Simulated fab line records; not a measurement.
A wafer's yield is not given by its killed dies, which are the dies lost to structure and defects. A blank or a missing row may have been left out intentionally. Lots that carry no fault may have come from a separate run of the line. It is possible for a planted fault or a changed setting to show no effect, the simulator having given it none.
Chamber matching    flow n5_finfet    4 sister chambers for N5_ILD0_CMP_07 on cmp-04
The step polishes SiO2 flowable, stops on poly-Si, t overpolish 1.18 s, target thk 138.88 nm. 8 wafers are shown with their chamber, then 8 later ones without.

== WAFERS, EACH WITH ITS CHAMBER ==
wafer   chamber  motor_current_A (A)  platen_rpm (rpm)
L082.3  0        12.4                 51.80
L084.1  3        11.5                 51.77
L084.2  2        13.2                 51.77
L084.4  1        13.7                 51.80
L085.1  0        12.2                 51.77
L085.2  3        11.3                 51.79
L085.4  2        13.6                 51.80
L087.3  1        13.2                 51.85

== WAFERS WHOSE CHAMBER IS MISSING ==
wafer   motor_current_A (A)  platen_rpm (rpm)
L087.5  11.2                 51.78
L087.6  13.1                 51.82
L093.1  13.2                 51.79
L093.4  13.3                 51.84
L093.6  12.5                 51.83
L094.1  11.4                 51.79
L094.2  13.3                 51.79
L094.3  12.3                 51.74

== CHAMBER TAKEN BY EACH ==
wafer   from the rows above      in truth
L087.5  3                        3
L087.6  can't be placed: 1 or 2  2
L093.1  can't be placed: 2 or 1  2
L093.4  can't be placed: 1 or 2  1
L093.6  can't be placed: 0 or 1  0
L094.1  3                        3
L094.2  can't be placed: 2 or 1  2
L094.3  0                        0
Placed correctly: 3 of 8. From these rows, 5 cannot be placed; in 5 the true chamber is one of the candidates. Wrongly placed: 0.
How it was worked out, from the rows above alone: a wafer's distance from a chamber is the root of the sum, over the readings, of the square of ((its reading less the chamber's mean) divided by the reading's scatter). The wafer belongs to the nearest chamber; if the next one is less than 2 further off, it can't be placed. For every chamber, the mean is computed from those of its wafers that are shown. The scatter: the root of (the sum of the squares of (reading less its chamber's mean) over the shown wafers, divided by (wafers less chambers)).
